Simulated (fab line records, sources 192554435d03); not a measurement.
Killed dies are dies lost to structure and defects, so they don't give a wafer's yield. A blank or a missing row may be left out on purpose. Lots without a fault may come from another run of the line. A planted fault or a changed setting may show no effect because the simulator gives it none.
Chamber matching | flow n5_finfet | N5_STI_FIN_REVEAL_ETCH_34 on rie_si-01: 4 sister chambers
The step etches Si in H2, material Si, target depth 0.97 nm. 18 wafers are shown with their chamber, then 9 later ones without.

WAFERS WITH THEIR CHAMBER
wafer  | chamber | throttle_valve_pct (%) | drypump_motor_current_A (A) | oes_product_au (a.u.)
L078.1 | 2       | 26.09                  | 6.4                         | 0.988
L078.3 | 0       | 25.74                  | 5.4                         | 0.995
L078.4 | 1       | 26.04                  | 6.7                         | 1.051
L081.1 | 2       | 26.08                  | 6.4                         | 0.995
L081.3 | 1       | 26.05                  | 6.7                         | 1.042
L081.4 | 0       | 25.74                  | 5.5                         | 0.996
L085.3 | 1       | 26.04                  | 6.7                         | 1.040
L085.4 | 0       | 25.73                  | 5.4                         | 0.985
L085.6 | 2       | 26.09                  | 6.4                         | 0.998
L086.2 | 1       | 26.04                  | 6.7                         | 1.030
L086.3 | 2       | 26.10                  | 6.3                         | 0.993
L086.6 | 1       | 26.05                  | 6.7                         | 1.034
L089.2 | 2       | 26.08                  | 6.4                         | 1.004
L089.4 | 3       | 25.26                  | 5.8                         | 0.998
L089.5 | 2       | 26.10                  | 6.4                         | 0.989
L090.2 | 1       | 26.05                  | 6.7                         | 1.044
L090.4 | 0       | 25.74                  | 5.5                         | 0.991
L090.5 | 1       | 26.04                  | 6.7                         | 1.037

SIGNATURES (means of the wafers above)
reading                 | chamber 0 | chamber 1 | chamber 2 | chamber 3 | scatter within a chamber
throttle_valve_pct      | 25.7375   | 26.0443   | 26.0900   | 25.2600   | 0.0068
drypump_motor_current_A | 5.450     | 6.700     | 6.383     | 5.800     | 0.0362
oes_product_au          | 0.99175   | 1.03971   | 0.99450   | 0.99800   | 0.0062
Rule: a wafer's distance from a chamber is the root of the sum, over the readings, of the square of ((its reading less the chamber's mean) divided by the reading's scatter). The wafer belongs to the nearest chamber; if the next one is less than 2 further off, it can't be placed. The scatter: the root of (the sum of the squares of (reading less its chamber's mean) over the shown wafers, divided by (wafers less chambers)).

WAFERS WITHOUT THEIR CHAMBER
wafer  | throttle_valve_pct (%) | drypump_motor_current_A (A) | oes_product_au (a.u.)
L092.2 | 25.75                  | 5.4                         | 0.981
L092.3 | 26.06                  | 6.7                         | 1.034
L092.4 | 25.27                  | 5.7                         | 0.987
L093.3 | 26.05                  | 6.7                         | 1.034
L093.5 | 26.06                  | 6.7                         | 1.029
L093.6 | 26.08                  | 6.4                         | 0.992
L097.1 | 25.75                  | 5.4                         | 0.984
L097.2 | 25.25                  | 5.8                         | 1.002
L097.6 | 25.26                  | 5.7                         | 0.993

WHICH CHAMBER EACH WENT THROUGH
wafer  | from the rows above | in truth
L092.2 | 0                   | 0
L092.3 | 1                   | 1
L092.4 | 3                   | 3
L093.3 | 1                   | 1
L093.5 | 1                   | 1
L093.6 | 2                   | 2
L097.1 | 0                   | 0
L097.2 | 3                   | 3
L097.6 | 3                   | 3
Placed correctly: 9 of 9. Can't be placed from these rows: 0. Placed wrongly: 0.
